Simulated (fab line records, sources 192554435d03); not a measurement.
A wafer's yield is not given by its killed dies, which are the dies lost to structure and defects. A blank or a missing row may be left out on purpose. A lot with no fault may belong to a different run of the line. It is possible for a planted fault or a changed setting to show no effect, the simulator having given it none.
Chamber matching | flow n5_finfet | rie_diel-03 running N5_BEOL_M13_TRENCH_ETCH_34: 4 sister chambers
The step etches SiOC in C4F8/O2/Ar, target depth 413.47 nm, time 162.6 s. 14 wafers are shown with their chamber, then 7 later ones without.

## WAFERS, EACH WITH ITS CHAMBER
wafer  | chamber | drypump_motor_current_A (A) | showerhead_plenum_p_Torr (Torr) | throttle_valve_pct (%)
L077.1 | 1       | 5.4                         | 3.34                            | 24.05
L077.3 | 2       | 6.1                         | 3.27                            | 23.88
L077.5 | 0       | 5.5                         | 3.37                            | 23.91
L083.1 | 0       | 5.5                         | 3.36                            | 23.93
L083.5 | 2       | 6.1                         | 3.27                            | 23.90
L083.6 | 1       | 5.4                         | 3.33                            | 24.06
L084.1 | 1       | 5.4                         | 3.33                            | 24.05
L084.3 | 2       | 6.1                         | 3.27                            | 23.91
L084.6 | 2       | 6.1                         | 3.27                            | 23.90
L086.3 | 3       | 5.1                         | 3.56                            | 24.28
L086.4 | 1       | 5.4                         | 3.33                            | 24.07
L086.5 | 0       | 5.5                         | 3.36                            | 23.93
L090.2 | 3       | 5.1                         | 3.56                            | 24.28
L090.3 | 2       | 6.2                         | 3.26                            | 23.91

SIGNATURES (averages over the wafers above)
reading                  | chamber 0 | chamber 1 | chamber 2 | chamber 3 | scatter within a chamber
drypump_motor_current_A  | 5.500     | 5.400     | 6.120     | 5.100     | 0.0283
showerhead_plenum_p_Torr | 3.3633    | 3.3325    | 3.2680    | 3.5600    | 0.00471
throttle_valve_pct       | 23.9233   | 24.0575   | 23.9000   | 24.2800   | 0.0107
Rule: for each reading, subtract the chamber's mean from the wafer's reading, divide by that reading's scatter and square the result; add these up over the readings and take the root, which gives the wafer's distance from the chamber. The wafer belongs to the nearest chamber; if the next one is less than 2 further off, it can't be placed. The scatter is the square root of a quotient: the sum, over the shown wafers, of each reading's squared deviation from its chamber's mean, divided by wafers minus chambers.

## WAFERS WITHOUT THEIR CHAMBER
wafer  | drypump_motor_current_A (A) | showerhead_plenum_p_Torr (Torr) | throttle_valve_pct (%)
L090.4 | 5.5                         | 3.36                            | 23.93
L089.1 | 5.1                         | 3.56                            | 24.27
L089.3 | 5.5                         | 3.36                            | 23.96
L089.4 | 5.4                         | 3.33                            | 24.08
L096.1 | 5.4                         | 3.32                            | 24.09
L096.3 | 5.1                         | 3.55                            | 24.30
L096.5 | 6.2                         | 3.25                            | 23.94

## WHICH CHAMBER EACH ONE RAN IN
wafer  | from the rows above | in truth
L090.4 | 0                   | 0
L089.1 | 3                   | 3
L089.3 | 0                   | 0
L089.4 | 1                   | 1
L096.1 | 1                   | 1
L096.3 | 3                   | 3
L096.5 | 2                   | 2
Correctly placed: 7 of 7. Number that these rows cannot place: 0. Number placed wrongly: 0.
